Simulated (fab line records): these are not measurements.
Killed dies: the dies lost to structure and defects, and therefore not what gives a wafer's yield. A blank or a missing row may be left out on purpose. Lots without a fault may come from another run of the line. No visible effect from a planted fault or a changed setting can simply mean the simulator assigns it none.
Which of the tools did it? ; flow nandHarc ; Sampling: 24 lots, 72 wafers, 6 of 1302 route steps

WHAT THE GAUGES SHOWED, per wafer
No reading from a measuring or inspecting step in the record can be judged against a usual standard deviation.

TOOL THAT RAN EACH LOT (tool first, then ch and the chambers of the sampled wafers, then the start)
lot;NHARC_A_STAIRCASE_DESCUM_270;NHARC_A_STAIRCASE_HM_DEP_459;NHARC_A_STAIRCASE_ETCH_292;NHARC_A_STAIRCASE_HM_DEP_462;NHARC_A_STAIRCASE_DEP_301;NHARC_A_STAIRCASE_STRIP_316
L075;rieDiel-05 ch 1,3, day 16 03:51;aclDep-03 ch 0, day 16 09:00;rieDiel-02 ch 0,3, day 16 11:19;aclDep-02 ch 0, day 16 17:40;pecvd-01 ch 1,2, day 16 18:58;rieDiel-05 ch 1,3, no start
L074;rieDiel-04 ch 0,1,2, day 17 02:38;aclDep-01 ch 0, day 17 06:43;rieDiel-02 ch 1,2,3, day 17 08:55;aclDep-01 ch 0, day 17 12:19;pecvd-01 ch 0,2, day 17 13:35;rieDiel-05 ch 1,3, no start
L077;rieDiel-05 ch 1,2,3, day 17 08:41;aclDep-02 ch 0, day 17 12:49;rieDiel-04 ch 0,2,3, day 17 15:44;aclDep-01 ch 0, day 17 20:21;pecvd-03 ch 0,1,2, day 17 22:12;rieDiel-02 ch 0,2, no start
L076;rieDiel-02 ch 0,1,2, day 17 10:47;aclDep-01 ch 0, day 17 16:48;rieDiel-04 ch 0,1,3, day 17 19:44;aclDep-02 ch 0, day 18 02:26;pecvd-04 ch 0,1,2, day 18 04:18;rieDiel-02 ch 0,1,2, no start
L079;rieDiel-02 ch 0,3, day 18 01:03;aclDep-01 ch 0, day 18 05:28;rieDiel-05 ch 0,2, day 18 08:23;aclDep-02 ch 0, day 18 10:49;pecvd-03 ch 0,2, day 18 12:42;rieDiel-04 ch 0,2,3, no start
L078;rieDiel-02 ch 1,2, day 18 02:52;aclDep-01 ch 0, day 18 07:20;rieDiel-04 ch 0,1,3, day 18 10:25;aclDep-01 ch 0, day 18 12:32;pecvd-03 ch 0,1,2, day 18 14:28;rieDiel-04 ch 2,3, no start
L080;rieDiel-02 ch 1,2, day 18 16:27;aclDep-01 ch 0, day 18 22:16;rieDiel-04 ch 0,3, day 19 01:11;aclDep-01 ch 0, day 19 06:08;pecvd-04 ch 0,2, day 19 08:02;rieDiel-02 ch 0,1, no start
L082;rieDiel-04 ch 1,2,3, day 19 17:51;aclDep-02 ch 0, day 19 20:55;rieDiel-04 ch 1,2,3, day 19 23:44;aclDep-02 ch 0, day 20 01:53;pecvd-01 ch 0,2, day 20 03:46;rieDiel-05 ch 1,2,3, no start
L081;rieDiel-05 ch 0,2, day 19 20:11;aclDep-03 ch 0, day 19 23:33;rieDiel-04 ch 1,3, day 20 02:02;aclDep-01 ch 0, day 20 07:38;pecvd-01 ch 0,1,2, day 20 09:11;rieDiel-02 ch 0,2, no start
L083;rieDiel-05 ch 1,2,3, day 20 13:29;aclDep-03 ch 0, day 20 17:19;rieDiel-02 ch 1,2, day 20 19:39;aclDep-02 ch 0, day 21 01:30;pecvd-01 ch 0,1,2, day 21 02:47;rieDiel-04 ch 2,3, no start
L084;rieDiel-05 ch 0,1,3, day 21 01:01;aclDep-01 ch 0, day 21 10:20;rieDiel-02 ch 0,1, day 21 12:21;aclDep-02 ch 0, day 21 17:33;pecvd-04 ch 0,1,2, day 21 18:35;rieDiel-04 ch 0,3, no start
L085;rieDiel-05 ch 0,3, day 21 10:26;aclDep-02 ch 0, day 21 14:47;rieDiel-05 ch 0,2,3, day 21 17:43;aclDep-01 ch 0, day 21 22:42;pecvd-03 ch 0,1, day 22 00:34;rieDiel-02 ch 0,1,2, no start
L087;rieDiel-04 ch 0,1,3, day 21 13:16;aclDep-02 ch 0, day 21 18:29;rieDiel-05 ch 1,2,3, day 21 21:39;aclDep-01 ch 0, day 22 00:31;pecvd-01 ch 0,1, day 22 02:22;rieDiel-05 ch 0,1,2, no start
L086;rieDiel-02 ch 0,1, day 21 14:11;aclDep-02 ch 0, day 21 22:51;rieDiel-05 ch 0,1, day 22 01:02;aclDep-02 ch 0, day 22 03:48;pecvd-03 ch 0,2, day 22 05:07;rieDiel-05 ch 0,3, no start
L089;rieDiel-05 ch 0,1,2, day 22 08:15;aclDep-03 ch 0, day 22 11:34;rieDiel-02 ch 1,2,3, day 22 14:24;aclDep-02 ch 0, day 22 16:38;pecvd-01 ch 0,2, day 22 18:28;rieDiel-04 ch 1,2, no start
L088;rieDiel-02 ch 1,2, day 22 10:22;aclDep-01 ch 0, day 22 15:43;rieDiel-02 ch 1,2,3, day 22 17:55;aclDep-01 ch 0, day 22 22:11;pecvd-03 ch 0,2, day 22 23:28;rieDiel-02 ch 1,2, no start
L090;rieDiel-04 ch 0,1,2, day 23 15:17;aclDep-02 ch 0, day 23 18:53;rieDiel-02 ch 0,1,3, day 23 21:47;aclDep-02 ch 0, day 24 05:19;pecvd-04 ch 0,1,2, day 24 06:34;rieDiel-04 ch 1,3, no start
L091;rieDiel-02 ch 0,1, day 23 15:58;aclDep-01 ch 0, day 23 19:36;rieDiel-02 ch 0,1, day 23 22:05;aclDep-02 ch 0, day 24 07:10;pecvd-03 ch 0,2, day 24 08:25;rieDiel-02 ch 0,1, no start
L092;rieDiel-04 ch 0,1,2, day 23 20:56;aclDep-02 ch 0, day 24 00:57;rieDiel-02 ch 1,2,3, day 24 03:46;aclDep-03 ch 0, day 24 08:05;pecvd-01 ch 0,1,2, day 24 10:01;rieDiel-04 ch 0,2,3, no start
L093;rieDiel-02 ch 0,1,2, day 24 14:32;aclDep-03 ch 0, day 24 17:46;rieDiel-04 ch 0,2,3, day 24 20:45;aclDep-02 ch 0, day 24 22:54;pecvd-04 ch 0,2, day 25 00:47;rieDiel-05 ch 1,2,3, no start
L095;rieDiel-04 ch 0,2,3, day 24 23:28;aclDep-03 ch 0, day 25 04:04;rieDiel-02 ch 0,1,2, day 25 06:41;aclDep-01 ch 0, day 25 12:40;pecvd-04 ch 1,2, day 25 14:15;rieDiel-04 ch 1,2,3, no start
L094;rieDiel-05 ch 2,3, day 25 03:52;aclDep-01 ch 0, day 25 10:49;rieDiel-02 ch 0,2, day 25 13:32;aclDep-01 ch 0, day 25 16:05;pecvd-03 ch 0,2, day 25 17:37;rieDiel-02 ch 0,2,3, no start
L096;rieDiel-02 ch 0,1,2, day 25 14:46;aclDep-02 ch 0, day 25 18:01;rieDiel-02 ch 0,1,2, day 25 20:50;aclDep-02 ch 0, day 26 00:35;pecvd-01 ch 0,1,2, day 26 02:27;rieDiel-05 ch 0,1,2, no start
L097;rieDiel-04 ch 1,2, day 26 01:40;aclDep-03 ch 0, day 26 05:25;rieDiel-02 ch 0,3, day 26 08:29;aclDep-01 ch 0, day 26 16:17;pecvd-04 ch 0,1,2, day 26 18:14;rieDiel-02 ch 0,1,3, no start
- NHARC_A_STAIRCASE_DESCUM_270: chemistry O2, time 3 s.
- NHARC_A_STAIRCASE_HM_DEP_459: deposits aC, target thk 1500 nm.
- NHARC_A_STAIRCASE_ETCH_292: etches the open film in CF4/CHF3.
- NHARC_A_STAIRCASE_HM_DEP_462: deposits aC, target thk 800 nm.
- NHARC_A_STAIRCASE_DEP_301: deposits SiON, target thk 30 nm.
- NHARC_A_STAIRCASE_STRIP_316: strips in O2.

AS READ BY THE TOOLS THEMSELVES (means over the sampled wafers that have a number; for cases with no such wafer, the mark the record gives instead)
NHARC_A_STAIRCASE_DESCUM_270. Usual: drypumpMotorCurrentA 5.5 A, standard deviation 0.48; oesProductAu 1.001 a.u., standard deviation 0.0066; rfVppV 57.6 V, standard deviation 0.85; showerheadPlenumPTorr 1.88 Torr, standard deviation 0.079; throttleValvePct 11.310 %, standard deviation 0.0097.
lot;tool;drypumpMotorCurrentA (A);oesProductAu (a.u.);rfVppV (V);showerheadPlenumPTorr (Torr);throttleValvePct (%);flag
L075;rieDiel-05;4.8;1.005;57.9;1.92;11.316;
L074;rieDiel-04;5.5;1.004;57.5;1.84;11.304;
L077;rieDiel-05;5.3;1.006;57.0;1.89;11.316;
L076;rieDiel-02;5.5;1.004;57.8;1.85;11.304;
L079;rieDiel-02;5.5;0.999;57.7;1.81;11.308;
L078;rieDiel-02;5.7;0.999;58.4;2.03;11.313;
L080;rieDiel-02;5.7;0.993;58.1;2.02;11.314;
L082;rieDiel-04;5.7;0.996;57.8;1.87;11.311;
L081;rieDiel-05;6.2;0.999;57.8;1.90;11.306;
L083;rieDiel-05;5.3;0.992;57.0;1.89;11.312;
L084;rieDiel-05;5.2;0.998;57.2;1.89;11.308;
L085;rieDiel-05;5.7;1.002;57.5;1.87;11.301;
L087;rieDiel-04;5.9;1.002;57.7;1.88;11.308;
L086;rieDiel-02;5.5;1.001;57.7;1.99;11.304;
L089;rieDiel-05;5.7;0.998;58.3;1.91;11.311;
L088;rieDiel-02;5.7;1.003;58.8;1.97;11.312;
L090;rieDiel-04;5.6;1.006;57.1;1.83;11.309;
L091;rieDiel-02;5.5;1.000;57.4;1.98;11.317;
L092;rieDiel-04;5.5;0.999;57.3;1.83;11.315;
L093;rieDiel-02;5.5;1.007;58.4;1.94;11.309;
L095;rieDiel-04;5.6;1.008;58.1;1.84;11.314;
L094;rieDiel-05;5.8;0.997;57.7;1.84;11.306;
L096;rieDiel-02;5.5;1.001;56.5;1.93;11.312;
L097;rieDiel-04;5.6;0.997;57.6;1.83;11.306;

NHARC_A_STAIRCASE_HM_DEP_459. Usual: 34.999 % for throttleValvePct, sd 0.0089.
lot;tool;throttleValvePct (%);flag
L075;aclDep-03;34.989;
L074;aclDep-01;34.996;
L077;aclDep-02;34.995;
L076;aclDep-01;34.998;
L079;aclDep-01;35.004;
L078;aclDep-01;35.001;
L080;aclDep-01;35.002;
L082;aclDep-02;35.008;
L081;aclDep-03;35.000;
L083;aclDep-03;35.007;
L084;aclDep-01;34.999;
L085;aclDep-02;35.000;
L087;aclDep-02;34.993;
L086;aclDep-02;35.002;
L089;aclDep-03;34.998;
L088;aclDep-01;34.995;
L090;aclDep-02;35.009;
L091;aclDep-01;35.006;
L092;aclDep-02;35.006;
L093;aclDep-03;34.996;
L095;aclDep-03;34.998;
L094;aclDep-01;35.003;
L096;aclDep-02;34.997;
L097;aclDep-03;34.997;

NHARC_A_STAIRCASE_ETCH_292. Usual: value, then standard deviation, for each; biasW 200.0 W / 0.62; drypumpMotorCurrentA 5.6 A / 0.41; oesProductAu 0.943 a.u. / 0.023; rfFwdPowerW 496.6 W / 1.6; rfVppV 369.9 V / 2.3; showerheadPlenumPTorr 1.55 Torr / 0.067; throttleValvePct 16.803 % / 0.0083.
lot;tool;biasW (W);drypumpMotorCurrentA (A);oesProductAu (a.u.);rfFwdPowerW (W);rfVppV (V);showerheadPlenumPTorr (Torr);throttleValvePct (%);flag
L075;rieDiel-02;200.2;5.4;0.963;495.4;368.2;1.49;16.797;
L074;rieDiel-02;199.8;5.6;0.930;495.2;368.4;1.51;16.801;
L077;rieDiel-04;199.5;5.7;0.923;495.4;369.7;1.53;16.796;
L076;rieDiel-04;199.9;5.9;0.920;497.4;369.7;1.55;16.809;
L079;rieDiel-05;200.3;6.2;0.967;496.8;369.7;1.56;16.796;
L078;rieDiel-04;199.9;5.9;0.916;496.3;370.0;1.55;16.804;
L080;rieDiel-04;200.1;5.8;0.964;495.7;369.5;1.54;16.804;
L082;rieDiel-04;200.0;5.7;0.914;496.4;369.6;1.54;16.808;
L081;rieDiel-04;199.7;5.9;0.971;495.9;370.4;1.56;16.800;
L083;rieDiel-02;200.8;5.7;0.923;496.3;372.0;1.62;16.802;
L084;rieDiel-02;199.3;5.3;0.931;497.3;370.1;1.57;16.801;
L085;rieDiel-05;200.4;5.7;0.927;497.7;369.5;1.53;16.802;
L087;rieDiel-05;199.7;5.3;0.964;497.3;370.3;1.55;16.803;
L086;rieDiel-05;199.7;5.2;0.924;497.1;370.6;1.59;16.802;
L089;rieDiel-02;199.8;5.7;0.931;496.9;370.7;1.58;16.809;
L088;rieDiel-02;199.4;5.7;0.930;496.5;370.3;1.58;16.801;
L090;rieDiel-02;199.7;5.5;0.970;497.6;370.4;1.56;16.809;
L091;rieDiel-02;199.7;5.5;0.930;497.3;372.4;1.63;16.799;
L092;rieDiel-02;199.9;5.7;0.970;496.9;370.7;1.58;16.804;
L093;rieDiel-04;200.5;5.6;0.938;496.2;368.6;1.52;16.797;
L095;rieDiel-02;200.2;5.5;0.974;497.5;370.7;1.59;16.806;
L094;rieDiel-02;199.8;5.3;0.964;494.7;370.0;1.53;16.799;
L096;rieDiel-02;200.1;5.5;0.926;495.4;371.1;1.58;16.801;
L097;rieDiel-02;200.8;5.3;0.926;495.2;366.6;1.49;16.808;

NHARC_A_STAIRCASE_HM_DEP_462. Usual: 34.999 % for throttleValvePct, sd 0.01.
lot;tool;throttleValvePct (%);flag
L075;aclDep-02;34.991;
L074;aclDep-01;34.999;
L077;aclDep-01;34.988;
L076;aclDep-02;35.006;
L079;aclDep-02;34.992;
L078;aclDep-01;34.998;
L080;aclDep-01;35.005;
L082;aclDep-02;34.998;
L081;aclDep-01;34.993;
L083;aclDep-02;34.998;
L084;aclDep-02;35.008;
L085;aclDep-01;35.010;
L087;aclDep-01;35.004;
L086;aclDep-02;34.994;
L089;aclDep-02;35.003;
L088;aclDep-01;34.988;
L090;aclDep-02;34.995;
L091;aclDep-02;34.997;
L092;aclDep-03;35.002;
L093;aclDep-02;34.997;
L095;aclDep-01;35.007;
L094;aclDep-01;35.000;
L096;aclDep-02;35.005;
L097;aclDep-01;35.006;

NHARC_A_STAIRCASE_DEP_301. Usual: heaterPowerW 792 W, standard deviation 98; rfFwdPowerW 348.5 W, standard deviation 1.1.
lot;tool;heaterPowerW (W);rfFwdPowerW (W);flag
L075;pecvd-01;743;348.4;
L074;pecvd-01;726;347.9;
L077;pecvd-03;748;348.2;
L076;pecvd-04;851;348.5;
L079;pecvd-03;755;348.4;
L078;pecvd-03;747;348.6;
L080;pecvd-04;882;347.5;
L082;pecvd-01;772;348.5;
L081;pecvd-01;803;347.8;
L083;pecvd-01;780;348.0;
L084;pecvd-04;859;348.3;
L085;pecvd-03;802;349.7;
L087;pecvd-01;872;349.1;
L086;pecvd-03;724;349.3;
L089;pecvd-01;743;348.6;
L088;pecvd-03;771;349.9;
L090;pecvd-04;830;349.6;
L091;pecvd-03;738;348.9;
L092;pecvd-01;741;348.8;
L093;pecvd-04;927;347.8;
L095;pecvd-04;782;348.0;
L094;pecvd-03;764;348.8;
L096;pecvd-01;767;348.5;
L097;pecvd-04;849;347.8;

NHARC_A_STAIRCASE_STRIP_316. Usual: drypumpMotorCurrentA 5.6 A, standard deviation 0.48; oesProductAu 1.000 a.u., standard deviation 0.0075; rfVppV 57.6 V, standard deviation 0.83; showerheadPlenumPTorr 3.48 Torr, standard deviation 0.14; throttleValvePct 17.037 %, standard deviation 0.0083.
lot;tool;drypumpMotorCurrentA (A);oesProductAu (a.u.);rfVppV (V);showerheadPlenumPTorr (Torr);throttleValvePct (%);flag
L075;rieDiel-05;4.8;1.007;58.1;3.54;17.033;
L074;rieDiel-05;4.8;1.004;58.7;3.54;17.035;
L077;rieDiel-02;5.3;1.001;57.0;3.46;17.031;
L076;rieDiel-02;5.5;1.006;58.5;3.59;17.031;
L079;rieDiel-04;5.7;0.995;57.6;3.44;17.043;
L078;rieDiel-04;5.8;0.991;57.4;3.50;17.040;
L080;rieDiel-02;5.5;0.991;58.4;3.67;17.028;
L082;rieDiel-05;5.3;0.996;58.1;3.48;17.038;
L081;rieDiel-02;5.3;1.004;57.9;3.45;17.036;
L083;rieDiel-04;5.4;0.996;57.9;3.41;17.036;
L084;rieDiel-04;6.0;0.992;56.9;3.50;17.043;
L085;rieDiel-02;5.5;0.996;57.3;3.58;17.041;
L087;rieDiel-05;5.7;0.991;57.5;3.52;17.042;
L086;rieDiel-05;5.7;0.999;57.8;3.46;17.032;
L089;rieDiel-04;5.3;0.998;57.3;3.37;17.029;
L088;rieDiel-02;5.7;1.005;57.5;3.62;17.036;
L090;rieDiel-04;5.9;0.988;56.9;3.47;17.042;
L091;rieDiel-02;5.5;1.003;57.7;3.64;17.041;
L092;rieDiel-04;5.6;1.005;57.2;3.41;17.037;
L093;rieDiel-05;5.3;1.001;57.6;3.46;17.038;
L095;rieDiel-04;5.8;0.991;57.7;3.43;17.036;
L094;rieDiel-02;5.5;0.999;57.9;3.40;17.040;
L096;rieDiel-05;5.7;0.998;58.2;3.50;17.041;
L097;rieDiel-02;5.5;1.006;58.1;3.47;17.039;

THE ANSWER, worked out from the rows above alone
Rule: lot off if the mean of its wafers having a number is beyond 3 standard deviations from the usual mean. Also off: a lot with no number at a reading for which 4 or more lots have one. Any other lot the step has rows for is counted as sound. First the gauges in route order, then the tools' own readings, where a lot's mean is used as printed above. At the first step where some lot is off, the reading lying furthest off is the one used; lots without a number count as furthest.
No lot is off on any of the readings shown, so nothing can be concluded from this.

WHAT HAD BEEN PUT IN BY THE SIMULATOR
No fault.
